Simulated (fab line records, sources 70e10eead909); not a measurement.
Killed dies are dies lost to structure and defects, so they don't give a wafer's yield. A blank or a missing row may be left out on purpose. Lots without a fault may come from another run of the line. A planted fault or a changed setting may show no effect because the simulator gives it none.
Tool commonality check | flow nand_harc | 1 lot, 3 wafers sampled

WHY IT WAS OPENED
At NHARC_END_SORT_01 the reading killed_at_periphery is flagged on 1 of 1 lot. Wafers without a fault read 5, standard deviation 3.4.
Rule: a lot is flagged when every wafer of it that has a number lies more than 4 standard deviations from that mean, or none has a number. The other lots count as sound.

lot  | measured     | on        | killed_at_periphery, wafer by wafer | flag
L700 | day 25 17:38 | prober-01 | 637 647 645                         | FLAGGED
The numbers of the flagged lots are 643 on average: +638 against the usual, or +99 or more standard deviations.

WHICH TOOL RAN EACH LOT
The record holds 4 process steps before the reading, out of a route of 1302 steps. In each cell: the tool, then ch and the chambers that the sampled wafers went through, then the start.
lot  | flag    | NHARC_P_ZERO_WELL_ETCH_65       | NHARC_P_ZERO_WELL_DESCUM_26       | NHARC_P_ZERO_WELL_EXPOSE_34      | NHARC_P_ZERO_WELL_DESCUM_39
L700 | FLAGGED | rie_diel-02 ch 2,3, day 3 13:34 | rie_diel-02 ch 1,2,3, day 3 14:48 | krf_scanner-02 ch 0, day 3 16:03 | rie_diel-10 ch 0,2, day 3 16:23
What these steps do:
- NHARC_P_ZERO_WELL_ETCH_65: etches the open film in N2/H2, target depth 80 nm, overetch 24 nm, time 87.88 s.
- NHARC_P_ZERO_WELL_DESCUM_26: chemistry O2, time 3 s.
- NHARC_P_ZERO_WELL_EXPOSE_34: exposes mask P PWELL, target cd 720 nm.
- NHARC_P_ZERO_WELL_DESCUM_39: chemistry O2, time 3 s.
- NHARC_END_SORT_01

FLAGGED OVER TOTAL, TOOL BY TOOL (the gauges that took the reading come last)
step                        | tool           | lots run | flagged | share of the flagged lots | sound lots run after its first flagged lot
NHARC_P_ZERO_WELL_ETCH_65   | rie_diel-02    | 1        | 1       | all                       | 0
NHARC_P_ZERO_WELL_DESCUM_26 | rie_diel-02    | 1        | 1       | all                       | 0
NHARC_P_ZERO_WELL_EXPOSE_34 | krf_scanner-02 | 1        | 1       | all                       | 0
NHARC_P_ZERO_WELL_DESCUM_39 | rie_diel-10    | 1        | 1       | all                       | 0
NHARC_END_SORT_01           | prober-01      | 1        | 1       | all                       | 0

WHAT THE TABLE ALLOWS
5 rows of the table ran every flagged lot: rie_diel-02 at NHARC_P_ZERO_WELL_ETCH_65, rie_diel-02 at NHARC_P_ZERO_WELL_DESCUM_26, krf_scanner-02 at NHARC_P_ZERO_WELL_EXPOSE_34, rie_diel-10 at NHARC_P_ZERO_WELL_DESCUM_39, prober-01 at NHARC_END_SORT_01.
- rie_diel-02 at NHARC_P_ZERO_WELL_ETCH_65: 1 of its 1 lot flagged. It ran no sound lot before its first flagged lot in this sample, so the start can't be narrowed down.
- rie_diel-02 at NHARC_P_ZERO_WELL_DESCUM_26: 1 of its 1 lot flagged. It ran no sound lot before its first flagged lot in this sample, so the start can't be narrowed down.
- krf_scanner-02 at NHARC_P_ZERO_WELL_EXPOSE_34: 1 of its 1 lot flagged. It ran no sound lot before its first flagged lot in this sample, so the start can't be narrowed down.
- rie_diel-10 at NHARC_P_ZERO_WELL_DESCUM_39: 1 of its 1 lot flagged. It ran no sound lot before its first flagged lot in this sample, so the start can't be narrowed down.
- prober-01 at NHARC_END_SORT_01: 1 of its 1 lot flagged. It ran no sound lot before its first flagged lot in this sample, so the start can't be narrowed down.
Counting lots can't tell these 4 tools apart, because each fits a fault that began at some hour. More lots, or a look at what each step does to the wafer, might.

WHAT THE SIMULATOR HAD PUT IN
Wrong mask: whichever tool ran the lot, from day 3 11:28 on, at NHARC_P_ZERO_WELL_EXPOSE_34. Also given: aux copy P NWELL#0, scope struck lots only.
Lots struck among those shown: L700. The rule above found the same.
